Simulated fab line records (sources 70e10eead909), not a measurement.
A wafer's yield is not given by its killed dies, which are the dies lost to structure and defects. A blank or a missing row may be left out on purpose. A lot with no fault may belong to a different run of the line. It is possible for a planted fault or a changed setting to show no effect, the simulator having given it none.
fab line records	flow nand-harc	part 1 of 2: steps 1 to 26 of 36
record lots=5	wafers=15	last-day=33
route steps=1302 shown A_ZERO_WELL@401 A_SOURCE_PLATE@413 A_ONON_D1@424
lots that met no fault: from a run of the same line without faults
start-h: hours from the record's opening day to when the first of the lot's shown wafers began	wait-h: hours since the lot's step before	" same as the row above	L1.1+2: several wafers, shown together as one row	- value missing, or start not given	* or withheld: withheld	< > ~ a bound
route shown NAME@n: names a module that has steps shown in the file, with the first one's number in the route	usual: mean/standard deviation of fault-free wafers	same: alike in all rows	chamber/n: place in a boat	sites: per-site readings	_std_site: their standard deviation	_edge_site: the outer-site mean with the inner-site mean subtracted	radius-mm: how far each site lies from the wafer's centre	mask NAME#n: copy n	behind: the tool/chamber that last shaped the wafer	hold: why the lot went on hold/how many hours it stayed there/how the hold came to an end	device: which transistor (n, p or np) failed to switch	end of line: the route-end tests of the same wafers	a step without rows: its recipe alone	killed: not the wafer's yield, but the dies lost to structure and defects at the first sort	map: per-die view of a wafer (x killed, . not killed, _ where there is no die)
set.NAME: the setting the step ran with; set.NAME@STEP: the setting that earlier step ran with	model.NAME: the simulator's own value behind a step, which no gauge read
lots at selected steps of the route; one table per step, one row per wafer
services: a tool's chamber out of use, with start hour (start-h, from the record's first day; less than 0 if before it), hours out, and reason
## steps
# step NHARC_A_ZERO_WELL_CD_MEAS_10
# recipe target-cd-nm=2000	landing-energy-ev=500
# usual cd-nm=2000.3/2.6
lot.wafer	tool	chamber	start-h	wait-h	cd-nm
L081.1	cd-sem-02	0	217.77	-	1995.5
L081.2	"	0	"	"	1998.2
L081.3	"	0	"	"	2001.3
L082.2	cd-sem-02	0	222.90	-	2002.7
L082.3	"	0	"	"	2002.2
L082.6	"	0	"	"	2005.0
L084.1	cd-sem-02	0	238.48	-	1996.0
L084.5	"	0	"	"	1996.0
L084.6	"	0	"	"	2001.5
L092.3	cd-sem-01	0	319.18	-	2002.7
L092.5	"	0	"	"	2001.3
L092.6	"	0	"	"	1996.6
L097.2	cd-sem-02	0	365.01	-	2001.6
L097.3	"	0	"	"	2004.3
L097.4	"	0	"	"	1999.8
# step NHARC_A_ZERO_WELL_HARDBAKE_11
# recipe temp-c=118	time-s=65
# same time-s=65
lot.wafer	tool	chamber	start-h	wait-h
L081.1+2+3	litho-track-05	0	217.87	-
L082.2+3+6	litho-track-03	0	222.98	-
L084.1+5+6	litho-track-03	0	238.56	-
L092.3+5+6	litho-track-03	0	319.26	-
L097.2+3+4	litho-track-07	0	365.09	-
# step NHARC_A_ZERO_WELL_DESCUM_12
# recipe time-s=3	o2-flow-sccm=200	ar-flow-sccm=0	bias-power-w=0	chemistry=O2
# usual drypump-motor-current-A=5.7/0.43	oes-product-au=1.001/0.012	rf-vpp-V=57.6/0.84	showerhead-plenum-p-Torr=1.90/0.094	throttle-valve-pct=11.311/0.008
# same time-s=3
lot.wafer	tool	chamber	start-h	wait-h	drypump-motor-current-A	oes-product-au	rf-hours-counter-h	rf-vpp-V	showerhead-plenum-p-Torr	throttle-valve-pct
L081.2	rie-diel-13	3	217.94	-	6.1	1.014	1	56.9	1.83	11.310
L081.1	"	0	"	"	5.8	1.011	1	58.1	1.83	11.299
L081.3	"	1	"	"	5.2	1.013	1	58.1	2.03	11.300
L082.2	rie-diel-13	3	223.06	-	6.1	1.006	1	57.9	1.83	11.311
L082.3	"	2	"	"	6.2	0.991	1	57.4	2.00	11.323
L082.6	"	0	"	"	5.8	1.018	-	56.5	1.83	11.296
L084.1	rie-diel-03	2	238.65	-	5.4	0.995	26	57.0	1.78	11.314
L084.5	"	1	"	"	5.0	0.993	-	57.7	1.94	11.303
L084.6	"	2	"	"	5.4	0.982	-	56.6	1.78	11.321
L092.3	rie-diel-13	0	319.34	-	5.8	1.012	4	57.3	1.83	11.315
L092.5	"	3	"	"	6.1	1.017	-	57.3	1.83	11.313
L092.6	"	0	"	"	5.8	1.015	-	58.0	1.83	11.314
L097.4	rie-diel-13	1	365.17	-	5.2	1.008	1	58.5	2.03	11.330
L097.3	"	2	"	"	6.2	0.991	1	58.0	2.00	11.310
L097.2	"	3	"	"	6.1	1.009	1	56.9	1.83	11.306
# step NHARC_A_ZERO_WELL_ETCH_19
# recipe target-depth-a=800	overetch-a=240	time-s=87.88	ion-energy-ev=200	n2-flow-sccm=150	h2-flow-sccm=150	ar-flow-sccm=0	rf-w=400	bias-w=150	chemistry=N2/H2
# usual drypump-motor-current-A=5.7/0.43	n2-flow-sccm=150.0/0.44	oes-product-au=1.000/0.012	rf-vpp-V=430.1/2.9	showerhead-plenum-p-Torr=2.02/0.1	throttle-valve-pct=14.171/0.01
# same time-s=87.88
lot.wafer	tool	chamber	start-h	wait-h	drypump-motor-current-A	n2-flow-sccm	oes-product-au	rf-hours-counter-h	rf-vpp-V	showerhead-plenum-p-Torr	throttle-valve-pct
L081.1	rie-diel-13	2	218.03	0.1	6.2	149.8	0.980	1	432.9	2.13	14.173
L081.3	"	3	"	"	6.1	149.7	0.996	1	427.7	1.95	14.177
L081.2	"	1	"	"	5.2	150.2	1.001	1	433.9	2.17	14.168
L082.2	rie-diel-13	3	223.16	0.1	6.1	150.3	1.000	1	429.3	1.95	14.175
L082.3	"	0	"	"	5.8	150.0	1.017	1	428.4	1.95	14.184
L082.6	"	2	"	"	6.2	149.8	0.981	-	432.1	2.13	14.174
L084.1	rie-diel-03	0	238.72	0.1	5.7	150.2	0.983	22	426.4	1.91	14.175
L084.6	"	0	"	"	5.7	150.0	0.983	-	426.7	1.91	14.156
L084.5	"	1	"	"	5.0	150.5	0.985	-	430.8	2.07	14.170
L092.3	rie-diel-13	1	319.44	0.1	5.2	149.7	1.018	4	435.4	2.17	14.158
L092.6	"	0	"	"	5.8	150.4	1.008	-	427.6	1.95	14.154
L092.5	"	3	"	"	6.1	150.9	1.010	-	428.8	1.95	14.165
L097.3	rie-diel-13	1	365.25	0.1	5.2	150.8	0.997	1	434.2	2.16	14.175
L097.4	"	2	"	"	6.2	150.1	0.994	1	432.5	2.13	14.176
L097.2	"	0	"	"	5.8	150.0	0.999	1	427.3	1.95	14.185
# step NHARC_A_ZERO_WELL_ETCH_13
# recipe target-depth-a=1200	time-s=40.1	hbr-flow-sccm=150	cl2-flow-sccm=50	rf-w=400	icp-w=400	bias-w=100	chemistry=HBr/Cl2
# usual drypump-motor-current-A=5.7/0.46	oes-product-au=1.000/0.012	throttle-valve-pct=26.407/0.01
# same time-s=40.1
lot.wafer	tool	chamber	start-h	wait-h	drypump-motor-current-A	oes-product-au	rf-hours-counter-h	throttle-valve-pct
L081.3	rie-si-04	1	218.16	-	6.0	1.012	0.3	26.397
L081.1	"	2	"	"	5.7	1.009	0.3	26.407
L081.2	"	3	"	"	5.5	0.993	0.3	26.387
L082.3	rie-si-04	1	223.27	-	6.0	1.005	0.4	26.390
L082.2	"	3	"	"	5.5	0.979	0.3	26.416
L082.6	"	1	"	"	6.0	0.999	-	26.427
L084.1	rie-si-01	2	238.84	-	5.0	1.007	0.2	26.404
L084.5	"	2	"	"	4.9	1.023	-	26.414
L084.6	"	3	"	"	5.5	0.994	-	26.418
L092.3	rie-si-06	3	319.60	-	5.4	0.991	0.3	26.408
L092.5	"	1	"	"	5.3	1.008	-	26.410
L092.6	"	2	"	"	5.1	1.002	-	26.407
L097.3	rie-si-01	3	365.38	-	5.5	0.969	1.2	26.403
L097.4	"	0	"	"	5.6	1.004	1.1	26.419
L097.2	"	1	"	"	5.9	1.005	1.2	26.393
# step NHARC_A_ZERO_WELL_STRIP_14
# recipe time-s=900	temp-c=130	chemistry=SPM
# same time-s=900
lot.wafer	tool	chamber	start-h	wait-h
L081.3+1+2	wet-bench-02	3,4,6	218.32	-
L082.2+6+3	wet-bench-02	1,2,3	223.45	-
L084.5+1+6	wet-bench-04	6,2,3	238.99	-
L092.6+5+3	wet-bench-02	0,1,2	319.74	-
L097.2+3+4	wet-bench-06	0,1,4	365.53	-
# step NHARC_A_ZERO_WELL_IMPLANT_15
# recipe energy-kev=150	dose-cm2=1e+13	tilt-deg=7
# usual end-station-pressure-torr=5.08e-06/2.8e-07	tilt-deg=6.996/0.024
lot.wafer	tool	chamber	start-h	wait-h	end-station-pressure-torr	tilt-deg
L081.1	implanter-02	0	218.71	0.1	5.14e-06	6.997
L081.2	"	0	"	"	5.74e-06	6.993
L081.3	"	0	"	"	5.2e-06	6.993
L082.2	implanter-01	0	223.86	0.1	5.06e-06	6.994
L082.3	"	0	"	"	4.68e-06	6.990
L082.6	"	0	"	"	4.95e-06	7.030
L084.1	implanter-02	0	239.39	0.1	5.44e-06	6.984
L084.5	"	0	"	"	5.26e-06	7.011
L084.6	"	0	"	"	5.13e-06	6.993
L092.3	implanter-02	0	320.19	0.1	5.08e-06	7.017
L092.5	"	0	"	"	5.48e-06	7.040
L092.6	"	0	"	"	5.2e-06	7.046
L097.2	implanter-01	0	365.95	0.1	5.47e-06	7.037
L097.3	"	0	"	"	5.39e-06	7.026
L097.4	"	0	"	"	5.05e-06	7.002
# step NHARC_A_ZERO_WELL_PRECLEAN_22
# recipe time-s=60	temp-c=50	bath-age-min=0	chemistry=SC1
# same time-s=60
lot.wafer	tool	chamber	start-h	wait-h
L081.3+2+1	wet-bench-04	5,6,0	218.93	0.1
L082.3+6+2	wet-bench-04	5,6,7	224.05	0.1
L084.1+6+5	wet-bench-02	7,0,4	239.61	0.2
L092.6+3+5	wet-bench-06	7,2,3	320.34	0.0
L097.2+4+3	wet-bench-04	0,1,4	366.14	0.2
# step NHARC_A_ZERO_WELL_SRD_23
lot.wafer	tool	chamber	start-h	wait-h
L081.3+2+1	wet-bench-04	5,6,0	-	-
L082.3+6+2	wet-bench-04	5,6,7	-	-
L084.1+6+5	wet-bench-02	7,0,4	-	-
L092.6+3+5	wet-bench-06	7,2,3	-	-
L097.2+4+3	wet-bench-04	0,1,4	-	-
# step NHARC_A_ZERO_WELL_RTA_16
# recipe temp-c=1000	time-s=10
# usual lamp-power-pct=30.0/2.7	lamp_zone_5_pct=30.0/2.7	wafer_temp_C_max=1006.2/1.7
# same time-s=10
lot.wafer	tool	chamber	start-h	wait-h	lamp-power-pct	lamp_zone_5_pct	wafer_temp_C_max
L081.1	rtp-anneal-02	0	219.06	-	26.6	26.6	1005.6
L081.2	"	0	"	"	26.6	26.6	1005.2
L081.3	"	0	"	"	26.7	26.5	1004.1
L082.2	rtp-anneal-02	0	224.21	-	26.6	26.6	1006.2
L082.3	"	0	"	"	26.6	26.6	1002.8
L082.6	"	0	"	"	26.6	26.6	1004.9
L084.1	rtp-anneal-02	0	239.75	-	26.6	26.6	1004.9
L084.5	"	0	"	"	26.6	26.6	1003.2
L084.6	"	0	"	"	26.6	26.6	1003.0
L092.3	rtp-anneal-01	0	320.53	-	32.2	32.1	1006.1
L092.5	"	0	"	"	32.1	32.2	1004.8
L092.6	"	0	"	"	32.1	32.1	1008.3
L097.2	rtp-anneal-01	0	366.30	-	32.1	32.1	1006.6
L097.3	"	0	"	"	32.1	32.1	1007.1
L097.4	"	0	"	"	32.1	32.1	1007.3
# step NHARC_A_ZERO_WELL_INSPECT_17
# usual raw-defect-count=10/5.3
lot.wafer	tool	chamber	start-h	wait-h	raw-defect-count
L081.1	defect-inspect-01	-	219.25	0.2	2
L081.2	"	-	"	"	3
L081.3	"	-	"	"	4
L082.2	defect-inspect-02	-	224.38	0.1	20
L082.3	"	-	"	"	9
L082.6	"	-	"	"	5
L084.1	defect-inspect-02	-	239.95	0.2	13
L084.5	"	-	"	"	9
L084.6	"	-	"	"	14
L092.3	defect-inspect-02	-	320.67	0.1	4
L092.5	"	-	"	"	6
L092.6	"	-	"	"	12
L097.2	defect-inspect-01	-	366.47	0.1	5
L097.3	"	-	"	"	9
L097.4	"	-	"	"	6
# step NHARC_A_SOURCE_PLATE_PRECLEAN_00
# recipe time-s=60	chemistry=HF-LAST
# same time-s=60
lot.wafer	tool	chamber	start-h	wait-h
L081.1+3+2	wet-bench-09	6,7,0	219.32	0.1
L082.6+3+2	wet-bench-09	5,6,0	224.43	0.1
L084.5+1+6	wet-bench-09	3,6,7	240.01	0.1
L092.6+5+3	wet-bench-01	2,5,6	320.73	0.1
L097.2+3+4	wet-bench-07	7,1,2	366.52	0.1
# step NHARC_A_SOURCE_PLATE_SRD_01
lot.wafer	tool	chamber	start-h	wait-h
L081.1+3+2	wet-bench-09	6,7,0	-	-
L082.6+3+2	wet-bench-09	5,6,0	-	-
L084.5+1+6	wet-bench-09	3,6,7	-	-
L092.6+5+3	wet-bench-01	2,5,6	-	-
L097.2+3+4	wet-bench-07	7,1,2	-	-
# step NHARC_A_SOURCE_PLATE_OXIDE_02
# recipe target-thk-a=100	temp-c=900	ox-time-s=1362	material=SiO2
# usual spike-tc-bottom-C=919.3/1.1
lot.wafer	tool	chamber	start-h	wait-h	spike-tc-bottom-C
L081.1	furnace-02	0	222.50	-	919.0
L081.2	"	0	"	"	919.3
L081.3	"	0	"	"	921.5
L082.2	furnace-02	0	230.03	-	920.9
L082.3	"	0	"	"	919.3
L082.6	"	0	"	"	919.4
L084.1	furnace-02	0	242.01	-	918.4
L084.5	"	0	"	"	919.1
L084.6	"	0	"	"	918.5
L092.3	furnace-01	0	323.43	-	918.6
L092.5	"	0	"	"	918.1
L092.6	"	0	"	"	918.4
L097.2	furnace-02	0	369.72	-	921.0
L097.3	"	0	"	"	919.5
L097.4	"	0	"	"	920.5
# step NHARC_A_SOURCE_PLATE_THK_MEAS_09
# recipe thk-meas-gauge=ellipsometry
# usual thk-nm=9.7/1
lot.wafer	tool	chamber	start-h	wait-h	thk-nm
L081.1	film-metro-01	-	226.53	0.4	8.6
L081.2	"	-	"	"	8.7
L081.3	"	-	"	"	8.9
L082.2	film-metro-02	-	234.14	0.4	8.9
L082.3	"	-	"	"	8.6
L082.6	"	-	"	"	9.7
L084.1	film-metro-01	-	246.03	0.4	8.1
L084.5	"	-	"	"	10.7
L084.6	"	-	"	"	11.1
L092.3	film-metro-02	-	327.48	0.4	8.9
L092.5	"	-	"	"	9.0
L092.6	"	-	"	"	7.8
L097.2	film-metro-02	-	373.80	0.4	8.1
L097.3	"	-	"	"	12.3
L097.4	"	-	"	"	8.8
# step NHARC_A_SOURCE_PLATE_PVD_04
# recipe target-thk-a=500	material=WSi2
lot.wafer	tool	chamber	start-h	wait-h
L081.3+2+1	pvd-sputter-03	-	226.61	0.1
L082.2+3+6	pvd-sputter-02	-	234.20	0.1
L084.1+6+5	pvd-sputter-02	-	246.10	0.1
L092.3+6+5	pvd-sputter-03	-	327.57	0.1
L097.2+4+3	pvd-sputter-01	-	373.86	0.1
# step NHARC_A_SOURCE_PLATE_CVD_03
# recipe target-thk-a=2000	temp-c=620	pressure-mtorr=200	time-s=4000	material=poly-Si
# usual spike-tc-bottom-C=640.3/1.1
# same time-s=4000
lot.wafer	tool	chamber	start-h	wait-h	spike-tc-bottom-C
L081.1	lpcvd-poly-04	0	230.25	-	640.7
L081.2	"	0	"	"	640.6
L081.3	"	0	"	"	642.1
L082.2	lpcvd-poly-03	0	236.62	-	641.2
L082.3	"	0	"	"	641.1
L082.6	"	0	"	"	638.7
L084.1	lpcvd-poly-02	0	248.60	-	639.8
L084.5	"	0	"	"	639.5
L084.6	"	0	"	"	639.7
L092.3	lpcvd-poly-02	0	330.05	-	639.5
L092.5	"	0	"	"	640.1
L092.6	"	0	"	"	638.8
L097.2	lpcvd-poly-03	0	376.28	-	638.6
L097.3	"	0	"	"	641.8
L097.4	"	0	"	"	641.5
# step NHARC_A_SOURCE_PLATE_ANNEAL_05
# recipe temp-c=850	time-s=1800
# usual spike-tc-bottom-C=869.9/1.3	tube_center_temp_C_max=852.2/0.36
# same time-s=1800
lot.wafer	tool	chamber	start-h	wait-h	spike-tc-bottom-C	tube_center_temp_C_max
L081.1	furnace-02	0	236.79	3.4	870.2	851.7
L081.2	"	0	"	"	870.6	851.7
L081.3	"	0	"	"	871.4	852.0
L082.2	furnace-01	0	242.86	3.2	867.0	851.5
L082.3	"	0	"	"	868.6	851.8
L082.6	"	0	"	"	869.2	852.1
L084.1	furnace-02	0	255.09	3.4	868.8	852.2
L084.5	"	0	"	"	868.8	852.0
L084.6	"	0	"	"	868.2	852.6
L092.3	furnace-03	0	334.86	1.7	871.2	851.9
L092.5	"	0	"	"	870.2	852.1
L092.6	"	0	"	"	870.4	852.4
L097.2	furnace-02	0	382.85	3.5	870.1	851.9
L097.3	"	0	"	"	870.2	852.6
L097.4	"	0	"	"	871.4	852.0
# step NHARC_A_SOURCE_PLATE_THK_MEAS_06
# recipe thk-meas-gauge=ellipsometry
# usual thk-nm=199.2/2.4
lot.wafer	tool	chamber	start-h	wait-h	thk-nm
L081.1	film-metro-01	-	240.71	0.4	201.2
L081.2	"	-	"	"	198.7
L081.3	"	-	"	"	200.4
L082.2	film-metro-01	-	246.83	0.4	197.9
L082.3	"	-	"	"	197.6
L082.6	"	-	"	"	197.1
L084.1	film-metro-01	-	259.02	0.4	199.6
L084.5	"	-	"	"	199.3
L084.6	"	-	"	"	197.9
L092.3	film-metro-02	-	338.72	0.4	195.3
L092.5	"	-	"	"	195.4
L092.6	"	-	"	"	195.3
L097.2	film-metro-01	-	386.77	0.4	201.5
L097.3	"	-	"	"	200.0
L097.4	"	-	"	"	201.9
# step NHARC_A_SOURCE_PLATE_INSPECT_08
# usual raw-defect-count=61/25
lot.wafer	tool	chamber	start-h	wait-h	raw-defect-count
L081.1	defect-inspect-02	-	240.82	0.0	43
L081.2	"	-	"	"	63
L081.3	"	-	"	"	65
L082.2	defect-inspect-01	-	246.91	0.0	49
L082.3	"	-	"	"	27
L082.6	"	-	"	"	30
L084.1	defect-inspect-02	-	259.08	0.0	91
L084.5	"	-	"	"	82
L084.6	"	-	"	"	84
L092.3	defect-inspect-02	-	338.79	0.0	43
L092.5	"	-	"	"	37
L092.6	"	-	"	"	51
L097.2	defect-inspect-02	-	386.83	0.0	99
L097.3	"	-	"	"	39
L097.4	"	-	"	"	69
# step NHARC_A_ONON_D1_DEP_00
# recipe target-thk-a=10000	n2-flow-sccm=2750	n2o-flow-sccm=2000	nh3-flow-sccm=500	sih4-flow-sccm=210	temp-c=400
# usual n2-flow-sccm=2747/7.3
lot.wafer	tool	chamber	start-h	wait-h	n2-flow-sccm
L081.1	pecvd-onon-03	0	240.89	0.1	2755
L081.2	"	0	"	"	2755
L081.3	"	0	"	"	2741
L082.2	pecvd-onon-02	0	247.03	0.1	2751
L082.3	"	0	"	"	2765
L082.6	"	0	"	"	2731
L084.1	pecvd-onon-03	0	259.15	0.1	2745
L084.5	"	0	"	"	2738
L084.6	"	0	"	"	2750
L092.3	pecvd-onon-03	0	338.97	0.2	2743
L092.5	"	0	"	"	2748
L092.6	"	0	"	"	2738
L097.2	pecvd-onon-02	0	386.95	0.1	2738
L097.3	"	0	"	"	2744
L097.4	"	0	"	"	2751
# step NHARC_A_ONON_D1_THK_MEAS_02
# recipe thk-meas-gauge=ellipsometry
# usual thk-nm=1002/8.6
lot.wafer	tool	chamber	start-h	wait-h	thk-nm
L081.1	film-metro-02	-	241.40	-	1028
L081.2	"	-	"	"	1028
L081.3	"	-	"	"	1026
L082.2	film-metro-02	-	247.49	-	1010
L082.3	"	-	"	"	1009
L082.6	"	-	"	"	1007
L084.1	film-metro-02	-	259.65	-	1000
L084.5	"	-	"	"	1000
L084.6	"	-	"	"	999
L092.3	film-metro-02	-	339.37	-	1016
L092.5	"	-	"	"	1015
L092.6	"	-	"	"	1016
L097.2	film-metro-01	-	387.40	-	995
L097.3	"	-	"	"	994
L097.4	"	-	"	"	994
# step NHARC_A_ONON_D1_DEP_03
# recipe target-thk-a=10000	n2-flow-sccm=2750	n2o-flow-sccm=2000	nh3-flow-sccm=500	sih4-flow-sccm=210	temp-c=400
# usual n2-flow-sccm=2750/7.1
lot.wafer	tool	chamber	start-h	wait-h	n2-flow-sccm
L081.1	pecvd-onon-02	0	241.45	0.1	2749
L081.2	"	0	"	"	2747
L081.3	"	0	"	"	2744
L082.2	pecvd-onon-04	0	247.60	0.1	2746
L082.3	"	0	"	"	2746
L082.6	"	0	"	"	2744
L084.1	pecvd-onon-03	0	259.71	0.1	2760
L084.5	"	0	"	"	2773
L084.6	"	0	"	"	2758
L092.3	pecvd-onon-02	0	339.54	0.2	2757
L092.5	"	0	"	"	2762
L092.6	"	0	"	"	2753
L097.2	pecvd-onon-03	0	387.51	0.1	2752
L097.3	"	0	"	"	2752
L097.4	"	0	"	"	2762
# step NHARC_A_ONON_D1_THK_MEAS_05
# recipe thk-meas-gauge=ellipsometry
# usual thk-nm=1000/9.9
lot.wafer	tool	chamber	start-h	wait-h	thk-nm
L081.1	film-metro-02	-	241.96	-	980
L081.2	"	-	"	"	980
L081.3	"	-	"	"	977
L082.2	film-metro-01	-	248.05	-	1000
L082.3	"	-	"	"	998
L082.6	"	-	"	"	998
L084.1	film-metro-01	-	260.21	-	1003
L084.5	"	-	"	"	1003
L084.6	"	-	"	"	1002
L092.3	film-metro-02	-	339.93	-	1011
L092.5	"	-	"	"	1010
L092.6	"	-	"	"	1010
L097.2	film-metro-01	-	387.97	-	1011
L097.3	"	-	"	"	1010
L097.4	"	-	"	"	1010
# step NHARC_A_ONON_D1_DEP_06
# recipe target-thk-a=10000	n2-flow-sccm=2750	n2o-flow-sccm=2000	nh3-flow-sccm=500	sih4-flow-sccm=210	temp-c=400
# usual n2-flow-sccm=2749/8.9
lot.wafer	tool	chamber	start-h	wait-h	n2-flow-sccm
L081.1	pecvd-onon-04	0	242.02	0.1	2745
L081.2	"	0	"	"	2756
L081.3	"	0	"	"	2745
L082.2	pecvd-onon-02	0	248.16	0.1	2750
L082.3	"	0	"	"	2758
L082.6	"	0	"	"	2749
L084.1	pecvd-onon-02	0	260.27	0.1	2744
L084.5	"	0	"	"	2749
L084.6	"	0	"	"	2747
L092.3	pecvd-onon-04	0	340.10	0.2	2724
L092.5	"	0	"	"	2728
L092.6	"	0	"	"	2736
L097.2	pecvd-onon-04	0	388.08	0.1	2752
L097.3	"	0	"	"	2753
L097.4	"	0	"	"	2752
# step NHARC_A_ONON_D1_THK_MEAS_08
# recipe thk-meas-gauge=ellipsometry
# usual thk-nm=999/9.9
lot.wafer	tool	chamber	start-h	wait-h	thk-nm
L081.1	film-metro-02	-	242.53	-	986
L081.2	"	-	"	"	986
L081.3	"	-	"	"	988
L082.2	film-metro-01	-	248.64	-	997
L082.3	"	-	"	"	998
L082.6	"	-	"	"	997
L084.1	film-metro-02	-	260.78	-	986
L084.5	"	-	"	"	985
L084.6	"	-	"	"	986
L092.3	film-metro-01	-	340.50	-	1003
L092.5	"	-	"	"	1001
L092.6	"	-	"	"	1002
L097.2	film-metro-01	-	388.53	-	995
L097.3	"	-	"	"	996
L097.4	"	-	"	"	996
